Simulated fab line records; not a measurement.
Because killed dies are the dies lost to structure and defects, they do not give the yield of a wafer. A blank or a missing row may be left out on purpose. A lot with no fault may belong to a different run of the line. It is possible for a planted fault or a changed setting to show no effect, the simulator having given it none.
fab line records :: flow n5_finfet
[record]
  lots = 5
  wafers = 14
  last_day = 18
route steps=1938 shown BEOL_M5@1177 PASSIVATION@1936
lots that met no fault: from a run of the same line without faults
start_h: start of the lot's first displayed wafer, in hours after the record's first day :: wait_h: how many hours have passed since the lot's step before this one :: " unchanged from the row above :: L1.1+2: several wafers, shown together as one row :: - no value, or no start was given :: * or withheld: withheld :: < > ~ a bound
route shown NAME@n: names a module that has steps shown in the file, with the first one's number in the route :: usual: mean/standard deviation taken from wafers without a fault :: same: alike in all rows :: chamber/n: place in a boat :: sites: per-site readings :: _std_site: standard deviation across them :: _edge_site: the outer-site mean with the inner-site mean subtracted :: radius_mm: how far each site lies from the wafer's centre :: mask NAME#n: copy n :: behind: the tool/chamber that last shaped the wafer :: hold: why the lot went on hold/how many hours it stayed there/how the hold came to an end :: device: which transistor (n, p or np) failed to switch :: end of line: at the end of the route, the tests of the same wafers :: a step without rows: its recipe alone :: killed: the dies lost at the first sort to structure and to defects; this is not the yield of the wafer :: map: a wafer's dies, x killed, . not, _ none there
set.NAME: the setting the step ran with; set.NAME@STEP: the setting that earlier step ran with :: model.NAME: the simulator's own value behind a step, which no gauge read
a table for each step, a row for each wafer; lots at some steps of the route
services: a tool's chamber out of use, with start hour (start_h, from the record's first day; less than 0 if before it), hours out, and reason
[[steps]]
[step N5_BEOL_M5_SPUTTER_81]
[recipe]
  material = Cu
  target_thk_a = 150
  temp_c = -20
  chamber_pressure_pa = 0.07
  power_w = withheld
  time_s = 27.62
[step N5_BEOL_M5_ANNEAL_82]
[recipe]
  temp_c = 400
  time_s = 1800
  ambient = vacuum
[usual]
  heater_power_w = 809/72
[same]
  time_s = 1800
lot.wafer: L579.1
tool: pvd_sputter-03
chamber: -
start_h: 193.64
wait_h: 0.0
heater_power_w: 660

lot.wafer: L579.5
tool: pvd_sputter-03
chamber: -
start_h: 193.64
wait_h: 0.0
heater_power_w: 767

lot.wafer: L579.6
tool: pvd_sputter-03
chamber: -
start_h: 193.64
wait_h: 0.0
heater_power_w: 858

lot.wafer: L587.1
tool: pvd_sputter-01
chamber: -
start_h: 242.61
wait_h: 0.0
heater_power_w: 783

lot.wafer: L587.6
tool: pvd_sputter-01
chamber: -
start_h: 242.61
wait_h: 0.0
heater_power_w: 742

lot.wafer: L594.1
tool: pvd_sputter-02
chamber: -
start_h: 288.62
wait_h: 0.0
heater_power_w: 874

lot.wafer: L594.5
tool: pvd_sputter-02
chamber: -
start_h: 288.62
wait_h: 0.0
heater_power_w: 754

lot.wafer: L594.6
tool: pvd_sputter-02
chamber: -
start_h: 288.62
wait_h: 0.0
heater_power_w: 842

lot.wafer: L599.1
tool: pvd_sputter-03
chamber: -
start_h: 321.44
wait_h: 0.0
heater_power_w: 859

lot.wafer: L599.2
tool: pvd_sputter-03
chamber: -
start_h: 321.44
wait_h: 0.0
heater_power_w: 759

lot.wafer: L599.4
tool: pvd_sputter-03
chamber: -
start_h: 321.44
wait_h: 0.0
heater_power_w: 906

lot.wafer: L601.1
tool: pvd_sputter-02
chamber: -
start_h: 335.43
wait_h: 0.0
heater_power_w: 757

lot.wafer: L601.5
tool: pvd_sputter-02
chamber: -
start_h: 335.43
wait_h: 0.0
heater_power_w: 828

lot.wafer: L601.6
tool: pvd_sputter-02
chamber: -
start_h: 335.43
wait_h: 0.0
heater_power_w: 851
[step N5_BEOL_M5_SPUTTER_83]
[recipe]
  material = Cu
  target_thk_a = 150
  temp_c = -20
  chamber_pressure_pa = 0.07
  power_w = withheld
  time_s = 27.62
[usual]
  chuck_gas_flow_sccm = 1.26/0.045
  throttle_valve_pct = 29.5/0.92
[same]
  time_s = 27.62
lot.wafer: L579.1
tool: pvd_sputter-03
chamber: -
start_h: 194.65
wait_h: 0.5
chuck_gas_flow_sccm: 1.29
throttle_valve_pct: 28.4

lot.wafer: L579.5
tool: pvd_sputter-03
chamber: -
start_h: 194.65
wait_h: 0.5
chuck_gas_flow_sccm: 1.27
throttle_valve_pct: 29.1

lot.wafer: L579.6
tool: pvd_sputter-03
chamber: -
start_h: 194.65
wait_h: 0.5
chuck_gas_flow_sccm: 1.26
throttle_valve_pct: 29.4

lot.wafer: L587.1
tool: pvd_sputter-01
chamber: -
start_h: 243.61
wait_h: 0.5
chuck_gas_flow_sccm: 1.26
throttle_valve_pct: 31.6

lot.wafer: L587.6
tool: pvd_sputter-01
chamber: -
start_h: 243.61
wait_h: 0.5
chuck_gas_flow_sccm: 1.27
throttle_valve_pct: 28.2

lot.wafer: L594.1
tool: pvd_sputter-02
chamber: -
start_h: 289.63
wait_h: 0.5
chuck_gas_flow_sccm: 1.21
throttle_valve_pct: 29.0

lot.wafer: L594.5
tool: pvd_sputter-02
chamber: -
start_h: 289.63
wait_h: 0.5
chuck_gas_flow_sccm: 1.13
throttle_valve_pct: 28.8

lot.wafer: L594.6
tool: pvd_sputter-02
chamber: -
start_h: 289.63
wait_h: 0.5
chuck_gas_flow_sccm: 1.25
throttle_valve_pct: 29.7

lot.wafer: L599.1
tool: pvd_sputter-03
chamber: -
start_h: 322.44
wait_h: 0.5
chuck_gas_flow_sccm: 1.28
throttle_valve_pct: 29.5

lot.wafer: L599.2
tool: pvd_sputter-03
chamber: -
start_h: 322.44
wait_h: 0.5
chuck_gas_flow_sccm: 1.24
throttle_valve_pct: 29.2

lot.wafer: L599.4
tool: pvd_sputter-03
chamber: -
start_h: 322.44
wait_h: 0.5
chuck_gas_flow_sccm: 1.27
throttle_valve_pct: 29.4

lot.wafer: L601.1
tool: pvd_sputter-02
chamber: -
start_h: 336.44
wait_h: 0.5
chuck_gas_flow_sccm: 1.30
throttle_valve_pct: 28.6

lot.wafer: L601.5
tool: pvd_sputter-02
chamber: -
start_h: 336.44
wait_h: 0.5
chuck_gas_flow_sccm: 1.24
throttle_valve_pct: 29.7

lot.wafer: L601.6
tool: pvd_sputter-02
chamber: -
start_h: 336.44
wait_h: 0.5
chuck_gas_flow_sccm: 1.32
throttle_valve_pct: 28.9
[step N5_BEOL_M5_ANNEAL_84]
[recipe]
  temp_c = 400
  time_s = 1800
  ambient = vacuum
[step N5_BEOL_M5_SPUTTER_88]
[recipe]
  material = Cu
  target_thk_a = 150
  temp_c = -20
  chamber_pressure_pa = 0.07
  power_w = withheld
  time_s = 27.62
[step N5_BEOL_M5_ANNEAL_89]
[recipe]
  temp_c = 400
  time_s = 1800
  ambient = vacuum
[usual]
  heater_power_w = 809/74
[same]
  time_s = 1800
lot.wafer: L579.1
tool: pvd_sputter-03
chamber: -
start_h: 195.82
wait_h: 0.0
heater_power_w: 648

lot.wafer: L579.5
tool: pvd_sputter-03
chamber: -
start_h: 195.82
wait_h: 0.0
heater_power_w: 766

lot.wafer: L579.6
tool: pvd_sputter-03
chamber: -
start_h: 195.82
wait_h: 0.0
heater_power_w: 861

lot.wafer: L587.1
tool: pvd_sputter-01
chamber: -
start_h: 244.78
wait_h: 0.0
heater_power_w: 782

lot.wafer: L587.6
tool: pvd_sputter-01
chamber: -
start_h: 244.78
wait_h: 0.0
heater_power_w: 764

lot.wafer: L594.1
tool: pvd_sputter-02
chamber: -
start_h: 290.80
wait_h: 0.0
heater_power_w: 883

lot.wafer: L594.5
tool: pvd_sputter-02
chamber: -
start_h: 290.80
wait_h: 0.0
heater_power_w: 747

lot.wafer: L594.6
tool: pvd_sputter-02
chamber: -
start_h: 290.80
wait_h: 0.0
heater_power_w: 834

lot.wafer: L599.1
tool: pvd_sputter-03
chamber: -
start_h: 323.61
wait_h: 0.0
heater_power_w: 853

lot.wafer: L599.2
tool: pvd_sputter-03
chamber: -
start_h: 323.61
wait_h: 0.0
heater_power_w: 755

lot.wafer: L599.4
tool: pvd_sputter-03
chamber: -
start_h: 323.61
wait_h: 0.0
heater_power_w: 907

lot.wafer: L601.1
tool: pvd_sputter-02
chamber: -
start_h: 337.60
wait_h: 0.0
heater_power_w: 738

lot.wafer: L601.5
tool: pvd_sputter-02
chamber: -
start_h: 337.60
wait_h: 0.0
heater_power_w: 812

lot.wafer: L601.6
tool: pvd_sputter-02
chamber: -
start_h: 337.60
wait_h: 0.0
heater_power_w: 855
[step N5_BEOL_M5_SPUTTER_90]
[recipe]
  material = Cu
  target_thk_a = 45
  temp_c = -20
  chamber_pressure_pa = 0.07
  power_w = withheld
  time_s = 8.29
[step N5_BEOL_M5_ECD_50]
[recipe]
  material = Cu
  target_thk_a = 3000
[step N5_BEOL_M5_ANNEAL_51]
[recipe]
  temp_c = 225
  time_s = 90
  ambient = N2
[usual]
  wafer_temp_C_max = 225.83/0.2
[same]
  time_s = 90
lot.wafer: L579.1
tool: rtp_anneal-02
chamber: 0
start_h: 197.03
wait_h: 0.1
wafer_temp_C_max: 225.99

lot.wafer: L579.5
tool: rtp_anneal-02
chamber: 0
start_h: 197.03
wait_h: 0.1
wafer_temp_C_max: 225.56

lot.wafer: L579.6
tool: rtp_anneal-02
chamber: 0
start_h: 197.03
wait_h: 0.1
wafer_temp_C_max: 225.83

lot.wafer: L587.1
tool: rtp_anneal-01
chamber: 0
start_h: 246.38
wait_h: 0.4
wafer_temp_C_max: 225.59

lot.wafer: L587.6
tool: rtp_anneal-01
chamber: 0
start_h: 246.38
wait_h: 0.4
wafer_temp_C_max: 225.64

lot.wafer: L594.1
tool: rtp_anneal-01
chamber: 0
start_h: 292.25
wait_h: 0.3
wafer_temp_C_max: 225.55

lot.wafer: L594.5
tool: rtp_anneal-01
chamber: 0
start_h: 292.25
wait_h: 0.3
wafer_temp_C_max: 225.62

lot.wafer: L594.6
tool: rtp_anneal-01
chamber: 0
start_h: 292.25
wait_h: 0.3
wafer_temp_C_max: 225.58

lot.wafer: L599.1
tool: rtp_anneal-01
chamber: 0
start_h: 324.82
wait_h: 0.1
wafer_temp_C_max: 225.77

lot.wafer: L599.2
tool: rtp_anneal-01
chamber: 0
start_h: 324.82
wait_h: 0.1
wafer_temp_C_max: 225.88

lot.wafer: L599.4
tool: rtp_anneal-01
chamber: 0
start_h: 324.82
wait_h: 0.1
wafer_temp_C_max: 225.87

lot.wafer: L601.1
tool: rtp_anneal-01
chamber: 0
start_h: 338.81
wait_h: 0.1
wafer_temp_C_max: 226.00

lot.wafer: L601.5
tool: rtp_anneal-01
chamber: 0
start_h: 338.81
wait_h: 0.1
wafer_temp_C_max: 226.04

lot.wafer: L601.6
tool: rtp_anneal-01
chamber: 0
start_h: 338.81
wait_h: 0.1
wafer_temp_C_max: 225.78
[step N5_BEOL_M5_CMP_52]
[recipe]
  stop_on = SiCOH_lowk
  t_overpolish_s = 6.9
  down_force_psi = 1
  platen_rpm = 50
  clearing_platen_down_force_psi = 1.5
  clearing_platen_rpm = 50
  post_cmp_clean = cu_alkaline
  target_thk_nm = 62
  clearing_platen_pad_velocity_m_s = 0.99484
  pad_velocity_m_s = 0.99484
[step N5_BEOL_M5_THK_MEAS_53]
[recipe]
  thk_meas_gauge = xrf
  reads = Cu_of_BEOL_M5_ECD_50
[usual]
  M5_THK = 61.9/1.5
lot.wafer: L579.1
tool: film_metro-02
chamber: -
start_h: 197.62
wait_h: -
M5_THK[nm]: 62.0

lot.wafer: L579.5
tool: film_metro-02
chamber: -
start_h: 197.62
wait_h: -
M5_THK[nm]: 60.2

lot.wafer: L579.6
tool: film_metro-02
chamber: -
start_h: 197.62
wait_h: -
M5_THK[nm]: 62.4

lot.wafer: L587.1
tool: film_metro-01
chamber: -
start_h: 246.98
wait_h: -
M5_THK[nm]: 61.5

lot.wafer: L587.6
tool: film_metro-01
chamber: -
start_h: 246.98
wait_h: -
M5_THK[nm]: 63.1

lot.wafer: L594.1
tool: film_metro-01
chamber: -
start_h: 292.84
wait_h: -
M5_THK[nm]: 61.8

lot.wafer: L594.5
tool: film_metro-01
chamber: -
start_h: 292.84
wait_h: -
M5_THK[nm]: 61.1

lot.wafer: L594.6
tool: film_metro-01
chamber: -
start_h: 292.84
wait_h: -
M5_THK[nm]: 63.2

lot.wafer: L599.1
tool: film_metro-02
chamber: -
start_h: 325.63
wait_h: -
M5_THK[nm]: 63.5

lot.wafer: L599.2
tool: film_metro-02
chamber: -
start_h: 325.63
wait_h: -
M5_THK[nm]: 63.5

lot.wafer: L599.4
tool: film_metro-02
chamber: -
start_h: 325.63
wait_h: -
M5_THK[nm]: 63.9

lot.wafer: L601.1
tool: film_metro-02
chamber: -
start_h: 339.40
wait_h: -
M5_THK[nm]: 65.2

lot.wafer: L601.5
tool: film_metro-02
chamber: -
start_h: 339.40
wait_h: -
M5_THK[nm]: 63.6

lot.wafer: L601.6
tool: film_metro-02
chamber: -
start_h: 339.40
wait_h: -
M5_THK[nm]: 62.4
[step N5_BEOL_M5_PRE_CLEAN_77]
[recipe]
  gas = NH3/H2
  time_s = 15
  temp_c = *
  rf_power_w = 300
[usual]
  heater_power_outer_w = 12/9
  heater_power_w = 71/17
[same]
  time_s = 15
lot.wafer: L579.1
tool: cvd_co-01
chamber: 2
start_h: 197.65
wait_h: 0.0
heater_power_outer_w: 2
heater_power_w: 54

lot.wafer: L579.5
tool: cvd_co-01
chamber: 2
start_h: 197.65
wait_h: 0.0
heater_power_outer_w: 2
heater_power_w: 56

lot.wafer: L579.6
tool: cvd_co-01
chamber: 0
start_h: 197.65
wait_h: 0.0
heater_power_outer_w: 22
heater_power_w: 83

lot.wafer: L587.1
tool: cvd_co-01
chamber: 0
start_h: 247.01
wait_h: 0.0
heater_power_outer_w: 23
heater_power_w: 83

lot.wafer: L587.6
tool: cvd_co-01
chamber: 2
start_h: 247.01
wait_h: 0.0
heater_power_outer_w: 2
heater_power_w: 54

lot.wafer: L594.1
tool: cvd_co-02
chamber: 1
start_h: 292.88
wait_h: 0.0
heater_power_outer_w: 0
heater_power_w: 51

lot.wafer: L594.5
tool: cvd_co-02
chamber: 2
start_h: 292.88
wait_h: 0.0
heater_power_outer_w: 18
heater_power_w: 102

lot.wafer: L594.6
tool: cvd_co-02
chamber: 1
start_h: 292.88
wait_h: 0.0
heater_power_outer_w: 0
heater_power_w: 51

lot.wafer: L599.1
tool: cvd_co-02
chamber: 2
start_h: 325.66
wait_h: 0.0
heater_power_outer_w: 18
heater_power_w: 100

lot.wafer: L599.2
tool: cvd_co-02
chamber: 0
start_h: 325.66
wait_h: 0.0
heater_power_outer_w: 22
heater_power_w: 80

lot.wafer: L599.4
tool: cvd_co-02
chamber: 2
start_h: 325.66
wait_h: 0.0
heater_power_outer_w: 18
heater_power_w: 103

lot.wafer: L601.1
tool: cvd_co-01
chamber: 2
start_h: 339.44
wait_h: 0.0
heater_power_outer_w: 3
heater_power_w: 55

lot.wafer: L601.5
tool: cvd_co-01
chamber: 0
start_h: 339.44
wait_h: 0.0
heater_power_outer_w: 23
heater_power_w: 84

lot.wafer: L601.6
tool: cvd_co-01
chamber: 2
start_h: 339.44
wait_h: 0.0
heater_power_outer_w: 3
heater_power_w: 55
[step N5_BEOL_M5_CO_CAP_78]
[recipe]
  material = Co
  target_thk_a = 20
  temp_c = 200
  precursor = CCTBA/H2
  pressure_torr = 30
  time_s = 102.1
[usual]
  heater_power_outer_w = 112/12
  heater_power_w = 218/21
  run_length_s = 125.0/0.74
lot.wafer: L579.1
tool: cvd_co-01
chamber: 2
start_h: 197.69
wait_h: 0.0
heater_power_outer_w: 103
heater_power_w: 197
run_length_s: 125.3
model.Co_of_BEOL_M5_CO_CAP_78.thk_nm: 2

lot.wafer: L579.5
tool: cvd_co-01
chamber: 2
start_h: 197.69
wait_h: 0.0
heater_power_outer_w: 97
heater_power_w: 199
run_length_s: 125.4
model.Co_of_BEOL_M5_CO_CAP_78.thk_nm: 2.2

lot.wafer: L579.6
tool: cvd_co-01
chamber: 0
start_h: 197.69
wait_h: 0.0
heater_power_outer_w: 125
heater_power_w: 228
run_length_s: 124.2
model.Co_of_BEOL_M5_CO_CAP_78.thk_nm: 2

lot.wafer: L587.1
tool: cvd_co-01
chamber: 0
start_h: 247.05
wait_h: 0.0
heater_power_outer_w: 125
heater_power_w: 233
run_length_s: 124.1
model.Co_of_BEOL_M5_CO_CAP_78.thk_nm: 2.2

lot.wafer: L587.6
tool: cvd_co-01
chamber: 2
start_h: 247.05
wait_h: 0.0
heater_power_outer_w: 100
heater_power_w: 202
run_length_s: 82.1
model.Co_of_BEOL_M5_CO_CAP_78.thk_nm: 1.2

lot.wafer: L594.1
tool: cvd_co-02
chamber: 1
start_h: 292.92
wait_h: 0.0
heater_power_outer_w: 93
heater_power_w: 193
run_length_s: 126.0
model.Co_of_BEOL_M5_CO_CAP_78.thk_nm: 2

lot.wafer: L594.5
tool: cvd_co-02
chamber: 2
start_h: 292.92
wait_h: 0.0
heater_power_outer_w: 119
heater_power_w: 256
run_length_s: 125.4
model.Co_of_BEOL_M5_CO_CAP_78.thk_nm: 2

lot.wafer: L594.6
tool: cvd_co-02
chamber: 1
start_h: 292.92
wait_h: 0.0
heater_power_outer_w: 96
heater_power_w: 194
run_length_s: 125.9
model.Co_of_BEOL_M5_CO_CAP_78.thk_nm: 2

lot.wafer: L599.1
tool: cvd_co-02
chamber: 2
start_h: 325.70
wait_h: 0.0
heater_power_outer_w: 121
heater_power_w: 251
run_length_s: 124.7
model.Co_of_BEOL_M5_CO_CAP_78.thk_nm: 2.2

lot.wafer: L599.2
tool: cvd_co-02
chamber: 0
start_h: 325.70
wait_h: 0.0
heater_power_outer_w: 122
heater_power_w: 227
run_length_s: 124.5
model.Co_of_BEOL_M5_CO_CAP_78.thk_nm: 2

lot.wafer: L599.4
tool: cvd_co-02
chamber: 2
start_h: 325.70
wait_h: 0.0
heater_power_outer_w: 123
heater_power_w: 260
run_length_s: 124.6
model.Co_of_BEOL_M5_CO_CAP_78.thk_nm: 2

lot.wafer: L601.1
tool: cvd_co-01
chamber: 2
start_h: 339.50
wait_h: 0.0
heater_power_outer_w: 102
heater_power_w: 203
run_length_s: 125.4
model.Co_of_BEOL_M5_CO_CAP_78.thk_nm: 2.2

lot.wafer: L601.5
tool: cvd_co-01
chamber: 0
start_h: 339.50
wait_h: 0.0
heater_power_outer_w: 127
heater_power_w: 232
run_length_s: 123.8
model.Co_of_BEOL_M5_CO_CAP_78.thk_nm: 2

lot.wafer: L601.6
tool: cvd_co-01
chamber: 2
start_h: 339.50
wait_h: 0.0
heater_power_outer_w: 101
heater_power_w: 197
run_length_s: 125.3
model.Co_of_BEOL_M5_CO_CAP_78.thk_nm: 2
[step N5_BEOL_M5_PRE_CLEAN_55]
[recipe]
  gas = NH3
  time_s = 15
  temp_c = withheld
  rf_power_w = 300
[step N5_PASSIVATION_PROBE_49]
[usual]
  defect_limited_yield = 91.3/1.5
  killed_at_M0_to_M3 = 34/10
  killed_at_M4_up = 13/4.9
  killed_at_contacts = 13/6.1
  killed_at_front_end = 39/13
  killed_at_other = 4.1/2.7
  killed_dies = 103/18
  killed_open = 68/13
  killed_short = 32/7.6
  sort_bin_5_function = 5.2/1
  sort_bin_6_memory = 3.2/0.75
  sort_n_pass = 1077/18
  sort_yield_pct = 91.3/1.5
[same]
  gross_dies = 1180
  killed_at_back_side = 0
  sort_bin_4_leakage[%] = 0
  sort_bin_8_speed[%] = 0
lot.wafer: L594.1
tool: prober-01
chamber: -
start_h: 385.65
wait_h: 0.0
defect_limited_yield[%]: 92.7
killed_at_M0_to_M3: 32
killed_at_M4_up: 17
killed_at_contacts: 9
killed_at_front_end: 27
killed_at_other: 1
killed_dies: 86
killed_open: 58
killed_short: 26
sort_bin_5_function[%]: 4.8
sort_bin_6_memory[%]: 2.2
sort_n_pass: 1094
sort_yield_pct[%]: 92.7
// killed by level:class
L594.1 BEOL_M4:geometric_particle:open=11 GATE_CUT:geometric_particle:short=8 BEOL_M2:geometric_particle:open=7 BEOL_M0_SAQP:geometric_particle:open=7 BEOL_M0_SAQP:geometric_particle:short=6 GATE_CUT:geometric_particle:open=5 MOL_CONTACT_COAG:geometric_particle:open=5 BEOL_M3:geometric_particle:open=4
[[services]]
tool: cvd_co-02
chamber: 2
start_h: 172.43
hours: 19.2
kind: repair

tool: pvd_sputter-01
chamber: -
start_h: 196.31
hours: 1.0
kind: repair

tool: cvd_co-02
chamber: -
start_h: 244.38
hours: 6.9
kind: pm

tool: cvd_co-02
chamber: 0
start_h: 276.16
hours: 15.7
kind: repair

tool: cvd_co-02
chamber: -
start_h: 281.38
hours: 2.8
kind: pm

tool: cvd_co-02
chamber: 1
start_h: 298.47
hours: 8.3
kind: repair

tool: pvd_sputter-01
chamber: -
start_h: 302.73
hours: 1.0
kind: repair

tool: cvd_co-02
chamber: -
start_h: 309.53
hours: 1.8
kind: repair

tool: pvd_sputter-02
chamber: -
start_h: 321.35
hours: 3.9
kind: repair

tool: cvd_co-01
chamber: 1
start_h: 321.41
hours: 18.7
kind: repair
[[key]]
[first_sign]
  step = N5_BEOL_M5_CO_CAP_78
  reading = run_length_s
  direction = down
  sigmas = 58
  usual = *
  struck = *
effect none on later readings
[model_effect]
  step = N5_BEOL_M5_CO_CAP_78
  value = Co_of_BEOL_M5_CO_CAP_78.thk_nm
  without = 2
  struck = 1.2
met_at N5_BEOL_M5_CO_CAP_78
struck_wafers L587.6
onset_between 197.69 247.05
[fault]
  kind = process_parameter_drift
  tool = cvd_co-01
  chamber = -
  onset_h = 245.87
  steps = N5_BEOL_M5_CO_CAP_78
  channel = time_s
  offset = *
  shape = step
  end_h = 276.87
  scope = struck_wafers_only
  acts_in = *
  stated = *
